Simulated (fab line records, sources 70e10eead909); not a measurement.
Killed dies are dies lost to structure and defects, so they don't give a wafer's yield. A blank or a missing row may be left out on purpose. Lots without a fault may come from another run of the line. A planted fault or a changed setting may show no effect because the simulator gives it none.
Chamber matching | flow nand_harc | NHARC_A_M1_ETCH_35 on rie_diel-04: 4 sister chambers
The step etches the open film in N2/H2, target depth 40 nm, overetch 12 nm, time 43.94 s. 30 wafers are shown with their chamber, then 12 later ones without.

WAFERS WITH THEIR CHAMBER
wafer  | chamber | showerhead_plenum_p_Torr (Torr) | drypump_motor_current_A (A) | rf_vpp_V (V)
L074.2 | 1       | 1.94                            | 5.5                         | 427.0
L074.4 | 2       | 2.13                            | 5.8                         | 431.3
L074.5 | 2       | 2.13                            | 5.9                         | 431.6
L074.1 | 3       | 1.96                            | 5.4                         | 427.3
L074.3 | 0       | 2.09                            | 5.7                         | 432.5
L074.6 | 1       | 1.94                            | 5.6                         | 428.3
L077.1 | 0       | 2.09                            | 5.7                         | 432.1
L077.4 | 0       | 2.09                            | 5.7                         | 431.8
L077.6 | 2       | 2.13                            | 5.9                         | 433.5
L078.1 | 2       | 2.13                            | 5.9                         | 433.4
L078.3 | 0       | 2.09                            | 5.7                         | 430.8
L078.5 | 1       | 1.94                            | 5.6                         | 427.5
L079.4 | 1       | 1.94                            | 5.5                         | 427.6
L079.5 | 0       | 2.09                            | 5.7                         | 431.8
L079.6 | 2       | 2.13                            | 5.8                         | 430.9
L082.1 | 1       | 1.94                            | 5.6                         | 429.2
L082.2 | 2       | 2.13                            | 5.9                         | 431.9
L082.3 | 0       | 2.09                            | 5.7                         | 431.9
L082.4 | 3       | 1.96                            | 5.3                         | 429.5
L082.5 | 1       | 1.94                            | 5.6                         | 429.0
L082.6 | 0       | 2.09                            | 5.7                         | 433.3
L085.1 | 0       | 2.09                            | 5.7                         | 432.0
L085.2 | 3       | 1.96                            | 5.4                         | 428.4
L085.6 | 1       | 1.94                            | 5.5                         | 429.2
L088.1 | 3       | 1.96                            | 5.3                         | 427.6
L088.2 | 0       | 2.09                            | 5.7                         | 433.7
L088.4 | 1       | 1.94                            | 5.5                         | 427.6
L091.1 | 1       | 1.94                            | 5.5                         | 427.7
L091.2 | 0       | 2.08                            | 5.7                         | 433.1
L091.6 | 0       | 2.08                            | 5.7                         | 431.5

SIGNATURES (means of the wafers above)
reading                  | chamber 0 | chamber 1 | chamber 2 | chamber 3 | scatter within a chamber
showerhead_plenum_p_Torr | 2.0882    | 1.9400    | 2.1300    | 1.9600    | 0.00251
drypump_motor_current_A  | 5.700     | 5.544     | 5.867     | 5.350     | 0.0419
rf_vpp_V                 | 432.227   | 428.122   | 432.100   | 428.200   | 0.913
Rule: a wafer's distance from a chamber is the root of the sum, over the readings, of the square of ((its reading less the chamber's mean) divided by the reading's scatter). The wafer belongs to the nearest chamber; if the next one is less than 2 further off, it can't be placed. The scatter: the root of (the sum of the squares of (reading less its chamber's mean) over the shown wafers, divided by (wafers less chambers)).

WAFERS WITHOUT THEIR CHAMBER
wafer  | showerhead_plenum_p_Torr (Torr) | drypump_motor_current_A (A) | rf_vpp_V (V)
L093.3 | 2.13                            | 5.9                         | 432.6
L093.5 | 1.96                            | 5.3                         | 427.8
L093.6 | 2.13                            | 5.9                         | 433.5
L093.1 | 1.93                            | 5.6                         | 427.5
L093.2 | 1.96                            | 5.3                         | 428.9
L093.4 | 2.08                            | 5.7                         | 430.7
L096.1 | 2.08                            | 5.7                         | 431.2
L096.3 | 1.96                            | 5.3                         | 429.0
L096.4 | 1.94                            | 5.6                         | 428.1
L096.2 | 2.13                            | 5.8                         | 432.3
L096.5 | 1.93                            | 5.5                         | 427.7
L096.6 | 2.08                            | 5.7                         | 431.1

WHICH CHAMBER EACH WENT THROUGH
wafer  | from the rows above | in truth
L093.3 | 2                   | 2
L093.5 | 3                   | 3
L093.6 | 2                   | 2
L093.1 | 1                   | 1
L093.2 | 3                   | 3
L093.4 | 0                   | 0
L096.1 | 0                   | 0
L096.3 | 3                   | 3
L096.4 | 1                   | 1
L096.2 | 2                   | 2
L096.5 | 1                   | 1
L096.6 | 0                   | 0
Placed correctly: 12 of 12. Can't be placed from these rows: 0. Placed wrongly: 0.
